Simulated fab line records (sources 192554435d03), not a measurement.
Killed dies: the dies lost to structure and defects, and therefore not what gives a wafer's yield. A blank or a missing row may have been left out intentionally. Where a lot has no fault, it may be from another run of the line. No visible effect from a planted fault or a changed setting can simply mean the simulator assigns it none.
A struck lot beside a sound one :: flow n5_finfet :: 39 steps out of a route of 1938
Sound: wafers L686.3, L686.4, L686.6. Struck: wafer L693.1. (L693.2, L693.4 of the same lot were not struck and are left out.) The cause comes at the end.
For every step that has rows: the tool of each side, followed by ch and its chambers, followed by its first start. Under that, the readings that differ: sound wafers :: struck wafers :: difference of the means :: sigmas: that difference in standard deviations of wafers without a fault.
alike: readings whose means differ by less than 2 such deviations, and words and numbers that are the same on both sides. not compared: withheld readings, readings that some wafer has no value for, bounds like >300 that may hide the same value, and numbers for which the record gives no deviation and whose values overlap.
Wherever a step has rows on one side only, a row that says differs or no value, or a row with sigmas, the two part there. Non-overlapping numbers with no deviation appear without sigmas and do not part them. Lack of a reading on every wafer of one side parts them only where that side has two or more wafers.

first, 10 steps without rows for these wafers: N5_MOL_CONTACT_COAG_SPUTTER_143 (material Co, target thk 2.5 nm); N5_MOL_CONTACT_COAG_CO_FILL_22 (material Co, precursor CCTBA/H2, target thk 20 nm); N5_MOL_CONTACT_COAG_ANNEAL_113 (time 300 s); N5_MOL_CONTACT_COAG_PRE_CLEAN_142 (time 60 s); N5_MOL_CONTACT_COAG_SPUTTER_130 (material Co, target thk 47.5 nm); N5_MOL_CONTACT_COAG_PRECLEAN_125 (cleans in DIW, time 57.5 s); N5_MOL_CONTACT_COAG_SRD_126 (dry time 32 s); N5_MOL_CONTACT_COAG_CMP_23 (polishes, stops on SiO2, t overpolish 1.5 s, target thk 0 nm); N5_MOL_CONTACT_COAG_WET_ETCH_26 (target Co, target depth 13 nm); N5_MOL_CONTACT_COAG_WET_ETCH_116 (etches the open film in SC1-inhibited, target depth 4.6 nm, rinse time 30 s).
N5_MOL_CONTACT_COAG_ALD_27: deposits SiOC, target thk 17 nm, pulse time 1.5 s, time 2720 s.
  sound on ald_sin-03 ch 0,1,2, day 5 03:33; struck on ald_sin-03 ch 3, day 6 19:38
reading: ald_cycles
sound: 340 340 340
struck: 169
difference: -171
sigmas: 

reading: run_length_s (s)
sound: 2769.4 2769.5 2768.9
struck: 1401.8
difference: -1367.5
sigmas: -99 or more

reading: time_s (s)
sound: 2720 2720 2720
struck: 1352
difference: -1368
sigmas: 

reading: model.SiOC_of_MOL_CONTACT_COAG_ALD_27.thk_nm (nm)
sound: 17 17 17
struck: 8.4
difference: -8.6
sigmas: 
  alike: heater_power_w, precursor_pulse_height_rel
N5_MOL_CONTACT_COAG_CMP_28: polishes, stops on SiNx, t overpolish 0.85 s, target thk 14.522 nm.
  sound on cmp-03 ch 1,2,3, day 5 05:09; struck on cmp-01 ch 0, day 6 21:12
reading: model.SiOC_of_MOL_CONTACT_COAG_ALD_27.thk_nm (nm)
sound: 13.6 12.2 13.6
struck: 8.4
difference: -4.7
sigmas: 
  alike: motor_current_A
then, 24 steps without rows for these wafers: N5_MOL_CONTACT_COAG_ALD_123 (deposits SiNx, target thk 5 nm, pulse time 1 s, purge time 2 s); N5_MOL_CONTACT_COAG_PECVD_31 (deposits SiO2 from TEOS/O2, target thk 46 nm, time 8.9 s); N5_MOL_CONTACT_COAG_COAT_75 (time 60 s, resist thk 60 nm); N5_MOL_CONTACT_COAG_COAT_76 (time 60 s, resist thk 10 nm); N5_MOL_CONTACT_COAG_COAT_77 (time 60 s, resist thk 10 nm); N5_MOL_CONTACT_COAG_COAT_78 (resist thk 40 nm); N5_MOL_CONTACT_COAG_EBR_80; N5_MOL_CONTACT_COAG_SOFTBAKE_79 (time 60 s); N5_MOL_CONTACT_COAG_EXPOSE_81 (exposes mask VG, defocus 0 nm); N5_MOL_CONTACT_COAG_PEB_82 (peb time 60 s); N5_MOL_CONTACT_COAG_DEVELOP_83 (develop time 30 s); N5_MOL_CONTACT_COAG_DESCUM_88 (chemistry O2, time 7 s); N5_MOL_CONTACT_COAG_ETCH_89 (etches underlayer in N2/H2, target depth 13 nm, time 10.4 s); N5_MOL_CONTACT_COAG_ETCH_90 (etches SiARC in CF4, target depth 13 nm, time 21.7 s); N5_MOL_CONTACT_COAG_ALD_131 (deposits SiO2, target thk 5 nm, pulse time 1 s, co reactant pulse time 1 s); N5_MOL_CONTACT_COAG_ETCHBACK_132 (etches SiO2 in CHF3, target depth 10 nm, time 6.7 s); N5_MOL_CONTACT_COAG_ETCH_91 (etches SOC in N2/H2, target depth 60 nm, overetch 21 nm, time 101.2 s); N5_MOL_CONTACT_COAG_STRIP_92 (strips in N2/H2); N5_MOL_CONTACT_COAG_STRIP_93 (strips in N2/H2); N5_MOL_CONTACT_COAG_ETCHBACK_135 (etches SiO2 in CHF3, target depth 25 nm, time 16.7 s); N5_MOL_CONTACT_COAG_STRIP_118 (strips in CHF3); N5_MOL_CONTACT_COAG_VIA_ETCH_46 (etches SiO2 in C4F6/O2, target depth 46 nm, overetch 9.2 nm, time 40 s); N5_MOL_CONTACT_COAG_STRIP_96 (strips in N2/H2); N5_MOL_CONTACT_COAG_ETCH_47 (etches SiNx in CH3F/O2, stops on W, target depth 27 nm).
N5_MOL_CONTACT_COAG_ETCH_48: etches SiOC in C4F6/O2, target depth 15 nm, overetch 4.5 nm, time 17 s.
  sound on rie_diel-05 ch 1,3, day 5 09:53; struck on rie_diel-01 ch 3, day 7 05:29
reading: drypump_motor_current_A (A)
sound: 5.7 6.0 5.8
struck: 4.8
difference: -1.0
sigmas: -2

reading: model.etch.depth_nm (nm)
sound: 13.67 12.12 13.54
struck: 8.476
difference: -4.634
sigmas: 
  alike: C4F6_flow_sccm, oes_ar_750_au, oes_product_au, rf_vpp_V, showerhead_plenum_p_Torr, throttle_valve_pct
  not compared: rf_hours_counter_h
-- record jumps: 3 days separate the struck wafers' starts on either side; left off in module MOL_CONTACT_COAG, taken up again in module BEOL_M4, whose first shown step is the route's number 1111 --
N5_BEOL_M4_RC_MEAS_101:
  sound on prober-02 ch 0, day 7 21:17; struck on prober-01 ch 0, day 9 21:01
  alike: DIBL_N, DIBL_P, IOFF_N, IOFF_P, ION_N, ION_P, SS_N, SS_P, VT_N, VT_P
-- here the record skips 4 days between the struck wafers' starts before and after, leaving off in module BEOL_M4 and picking up in module PASSIVATION (first step shown: number 1936 of the route) --
N5_PASSIVATION_PROBE_49:
  record: rows for the struck wafers here (prober-01, day 14 03:54), none for the sound ones

WHERE THEY PART
Earliest at N5_MOL_CONTACT_COAG_ALD_27; latest, in this record, at N5_PASSIVATION_PROBE_49.

WHY: what had been put in by the simulator
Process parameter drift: ald_sin-03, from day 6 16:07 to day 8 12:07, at N5_MOL_CONTACT_COAG_ALD_27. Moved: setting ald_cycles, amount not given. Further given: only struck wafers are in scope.
